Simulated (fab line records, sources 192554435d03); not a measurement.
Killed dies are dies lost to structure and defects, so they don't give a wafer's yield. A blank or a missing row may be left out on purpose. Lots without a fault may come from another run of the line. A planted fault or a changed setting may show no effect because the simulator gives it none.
A struck lot beside a sound one | flow n5_finfet | 44 steps out of a route of 1938
Sound: wafers L947.3, L947.4, L947.6. Struck: wafers L938.2, L938.4. The cause comes at the end.
At each step with rows: each side's tool, then ch and its chambers, then its first start. Under that, the readings that differ: sound wafers | struck wafers | difference of the means | sigmas: that difference in standard deviations of wafers without a fault.
alike: readings whose means differ by less than 2 such deviations, and words and numbers that are the same on both sides. not compared: withheld readings, readings that some wafer has no value for, bounds like >300 that may hide the same value, and numbers for which the record gives no deviation and whose values overlap.
The two part at a step that has a row with sigmas, a row that says differs or no value, or rows on one side only. Numbers that don't overlap but have no deviation are shown without sigmas and don't part them. A reading that every wafer of one side lacks parts them only if that side has two wafers or more.

first, 4 steps without rows for these wafers: N5_PMOS_HMC_CHANNEL_EPI_PRECLEAN_37 (cleans in O3/DIW, time 45 s); N5_PMOS_HMC_CHANNEL_EPI_PRECLEAN_24 (cleans in DHF, time 30 s); N5_PMOS_HMC_CHANNEL_EPI_SRD_25 (time 30 s); N5_PMOS_HMC_CHANNEL_EPI_EPI_26 (deposits Si from SiH4/H2, target thk 3.8 nm, time 22.7 s).
N5_PMOS_HMC_CHANNEL_EPI_INSPECT_30: inspects for defects (darkfield).
  sound on defect_inspect-01, day 6 21:31; struck on defect_inspect-01, day 4 14:07
  alike: raw_defect_count
then, 4 steps without rows for these wafers: N5_FIN_SAQP_PRECLEAN_42 (cleans in O3/DIW, time 60 s); N5_FIN_SAQP_PRECLEAN_00 (cleans in SC1, time 60 s); N5_FIN_SAQP_PRECLEAN_44 (cleans in SC2, time 45 s); N5_FIN_SAQP_SRD_01 (time 30 s).
N5_FIN_SAQP_ALD_61: deposits SiO2, target thk 4 nm, pulse time 1 s, purge time 2 s.
  sound on ald_sin-03 ch 1,2, day 6 21:38; struck on ald_sin-01 ch 1,3, day 4 14:14
  alike: heater_power_w, precursor_pulse_height_rel
then, 1 step without rows for these wafers: N5_FIN_SAQP_DENSIFY_62 (time 60 s).
N5_FIN_SAQP_HM_DEP_03: deposits SiNx from SiH4/NH3/N2, target thk 38 nm, time 33.6 s.
  sound on pecvd-01 ch 0,1,2, day 6 22:16; struck on pecvd-04 ch 0, day 4 14:40
  reading                                      | sound             | struck      | difference                    | sigmas
  rf_fwd_power_W (W)                           | 299.4 297.3 297.5 | - -         | no value on the struck wafers |
  model.SiNx_of_FIN_SAQP_HM_DEP_03.thk_nm (nm) | 37.85 37.97 38.58 | 25.04 26.43 | -12.40                        |
  alike: heater_power_w, showerhead_plenum_p_Torr, throttle_valve_pct
N5_FIN_SAQP_THK_MEAS_05:
  sound on film_metro-02, day 6 22:21; struck on film_metro-02, day 4 14:46
  reading     | sound          | struck    | difference | sigmas
  thk_nm (nm) | 37.9 38.0 38.6 | 25.0 26.4 | -12.5      | -24
then, 2 steps without rows for these wafers: N5_FIN_SAQP_PECVD_47 (deposits a-Si from SiH4/He, target thk 45 nm, time 36.3 s); N5_FIN_SAQP_PECVD_48 (deposits SiNx from SiH4/NH3/N2, target thk 25 nm, time 22.1 s).
N5_FIN_SAQP_PECVD_06: deposits a-Si from SiH4/He, target thk 60 nm, time 48.1 s.
  sound on pecvd-02 ch 0,1,2, day 6 22:28; struck on pecvd-01 ch 1,2, day 4 14:53
  alike: heater_power_w, rf_fwd_power_W, showerhead_plenum_p_Torr, throttle_valve_pct
N5_FIN_SAQP_THK_MEAS_07:
  sound on film_metro-02, day 6 22:34; struck on film_metro-01, day 4 14:58
  alike: thk_nm
then, 9 steps without rows for these wafers: N5_FIN_SAQP_HM_DEP_72 (deposits SiO2 from SiH4/N2O, target thk 12 nm, time 7.2 s); N5_FIN_SAQP_COAT_49 (time 60 s, resist thk 100 nm); N5_FIN_SAQP_COAT_50 (time 60 s, resist thk 35 nm); N5_FIN_SAQP_COAT_10 (resist thk 90 nm); N5_FIN_SAQP_EBR_12; N5_FIN_SAQP_SOFTBAKE_11 (time 60 s); N5_FIN_SAQP_EXPOSE_13 (exposes mask FIN CORE, target cd 35.6 nm); N5_FIN_SAQP_PEB_14 (peb time 60 s); N5_FIN_SAQP_DEVELOP_15 (develop time 30 s).
N5_FIN_SAQP_CD_MEAS_16: target cd 35.6 nm.
  sound on cd_sem-01 ch 0, day 6 23:03; struck on cd_sem-03 ch 0, day 4 15:27
  reading    | sound          | struck    | difference | sigmas
  cd_nm (nm) | 35.6 35.2 35.0 | 36.3 35.6 | +0.7       | +2
N5_FIN_SAQP_OVL_MEAS_17:
  sound on overlay-02 ch 0, day 6 23:05; struck on overlay-02 ch 0, day 4 15:29
  alike: FIN_CORE_OVL
N5_FIN_SAQP_INSPECT_18: inspects for defects (brightfield).
  sound on defect_inspect-02, day 6 23:06; struck on defect_inspect-02, day 4 15:31
  alike: raw_defect_count
then, 4 steps without rows for these wafers: N5_FIN_SAQP_DESCUM_21 (chemistry O2, time 7.9 s); N5_FIN_SAQP_ETCH_51 (etches SiARC in CF4, target depth 45.5 nm, time 75.8 s); N5_FIN_SAQP_ETCH_52 (etches SOC in N2/H2, target depth 100 nm, overetch 20 nm, time 150 s); N5_FIN_SAQP_STRIP_53 (strips in N2/H2).
N5_FIN_SAQP_HM_OPEN_73: chemistry CHF3/O2, target SiO2, stops on a-Si, target depth 12 nm, time 16.8 s.
  sound on rie_diel-06 ch 0,1,2, day 6 23:20; struck on rie_diel-06 ch 2, day 4 15:45
  alike: drypump_motor_current_A, oes_product_au, rf_fwd_power_W, rf_vpp_V, showerhead_plenum_p_Torr, throttle_valve_pct
  not compared: rf_hours_counter_h
then, 2 steps without rows for these wafers: N5_FIN_SAQP_STRIP_74 (strips in CHF3/O2); N5_FIN_SAQP_MANDREL_ETCH_22 (etches a-Si in HBr/Cl2, stops on SiNx, target depth 60 nm, bt time 10 s, time 30 s).
N5_FIN_SAQP_STRIP_55: strips in N2/H2.
  sound on rie_diel-04 ch 0,2, day 6 23:31; struck on rie_diel-04 ch 1,2, day 4 15:56
  alike: drypump_motor_current_A, oes_product_au, power_w, rf_vpp_V, showerhead_plenum_p_Torr, throttle_valve_pct
  not compared: rf_hours_counter_h
then, 3 steps without rows for these wafers: N5_FIN_SAQP_STRIP_23 (strips in SPM, time 750 s); N5_FIN_SAQP_SRD_66 (time 30 s); N5_FIN_SAQP_RECESS_75 (chemistry HF/NH3, target SiO2, target depth 14.4 nm, afs cycles 3, sublimation time 60 s).
N5_FIN_SAQP_SPACER1_ALD_24: deposits SiO2, target thk 20.3 nm, pulse time 1 s, purge time 2 s.
  sound on ald_sin-01 ch 0,1,2, day 7 00:20; struck on ald_sin-02 ch 0,1, day 4 17:01
  alike: heater_power_w, precursor_pulse_height_rel
N5_FIN_SAQP_HM_OPEN_33: chemistry CH3F/O2, target SiNx, target depth 49.4 nm, time 70.6 s.
  sound on rie_diel-06 ch 0,1,2, day 7 02:52; struck on rie_diel-06 ch 0,1, day 4 20:25
  reading                  | sound            | struck     | difference | sigmas
  etch_rf_on_time_s (s)    | 70.5 70.6 69.6   | 44.4 47.8  | -24.1      | -14
  model.etch.depth_nm (nm) | 37.07 37.13 37.9 | 24.41 25.8 | -12.26     |
  alike: drypump_motor_current_A, oes_product_au, rf_fwd_power_W, rf_vpp_V, showerhead_plenum_p_Torr, throttle_valve_pct
  not compared: rf_hours_counter_h
N5_STI_FIN_REVEAL_RECESS_09: chemistry HF/NH3, target SiO2, afs cycles 11, target depth 42.5 nm, sublimation time 60 s.
  sound on vapor_etch-02 ch 1, day 7 11:56; struck on vapor_etch-02 ch 1, day 5 05:05
  reading                                      | sound        | struck | difference | sigmas
  model.SiNx_of_FIN_SAQP_HM_DEP_03.thk_nm (nm) | 17.8 18 18.6 | 5 6.8  | -12        |
  alike: drypump_motor_current_A, foreline_p_Torr, sublimation_temp_c
-- the record jumps here: 6 days lie between the struck wafers' starts before and after (it left off in module STI_FIN_REVEAL and takes up again in module BEOL_M4, whose first step shown is number 1111 of the route) --
N5_BEOL_M4_RC_MEAS_101:
  sound on prober-02 ch 0, day 13 13:25; struck on prober-01 ch 0, day 10 20:23
  reading        | sound             | struck      | difference | sigmas
  IOFF_N (nA/um) | 0.198 0.143 0.130 | 0.254 0.182 | +0.061     | +2
  IOFF_P (nA/um) | 0.25 0.20 0.19    | 0.36 0.25   | +0.09      | +2
  SS_P (mV/dec)  | 73.9 72.9 72.2    | 75.1 74.0   | +1.5       | +2
  alike: DIBL_N, DIBL_P, ION_N, ION_P, SS_N, VT_N, VT_P

WHERE THEY PART
First at N5_FIN_SAQP_HM_DEP_03; last, within this record, at N5_BEOL_M4_RC_MEAS_101.

WHY: what the simulator had put in
Process parameter drift: pecvd-04, from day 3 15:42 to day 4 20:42, at N5_FIN_SAQP_HM_DEP_03. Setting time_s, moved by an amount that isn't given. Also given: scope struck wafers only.
